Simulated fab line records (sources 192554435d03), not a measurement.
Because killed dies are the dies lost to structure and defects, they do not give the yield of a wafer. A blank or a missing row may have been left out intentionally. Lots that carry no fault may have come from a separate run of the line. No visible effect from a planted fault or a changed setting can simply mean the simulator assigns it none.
Chamber matching -- flow n5_finfet -- rie_diel-04 running N5_BEOL_M13_VIA_ETCH_16: 4 sister chambers
The step etches SiOC in C4F8/O2/Ar, target depth 921.7 nm. 4 wafers are shown with their chamber, then 11 later ones without.

## WAFERS WITH THEIR CHAMBER
wafer,chamber,throttle_valve_pct (%)
L084.1,1,24.58
L086.1,2,24.33
L086.3,0,24.25
L087.2,3,24.01

## WAFERS MISSING THEIR CHAMBER
wafer,throttle_valve_pct (%)
L087.5,24.58
L087.6,24.26
L090.1,24.60
L090.5,24.03
L090.6,24.35
L092.1,24.35
L092.3,24.04
L092.4,24.36
L094.2,24.03
L094.4,24.28
L094.6,24.36

## EACH ONE'S CHAMBER
wafer,from the rows above,in truth
L087.5,1,1
L087.6,0,0
L090.1,1,1
L090.5,3,3
L090.6,2,2
L092.1,2,2
L092.3,3,3
L092.4,2,2
L094.2,3,3
L094.4,can't be placed: 0 or 2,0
L094.6,2,2
Correct placement for 10 of the 11. Not placeable from these rows: 1 (in 1, the candidates include the true chamber). Wrongly placed: 0.
How it was worked out, from the rows above alone: a wafer's distance from a chamber is the root of the sum, over the readings, of the square of ((its reading less the chamber's mean) divided by the reading's scatter). If the next closest chamber is less than 2 further off than the closest, the wafer can't be placed; otherwise it belongs to the closest. Each chamber's mean is taken over the wafers shown for it. The scatter (one wafer shown for each chamber): square how far every hidden wafer sits from the nearest shown wafer, average those squares and take the square root.
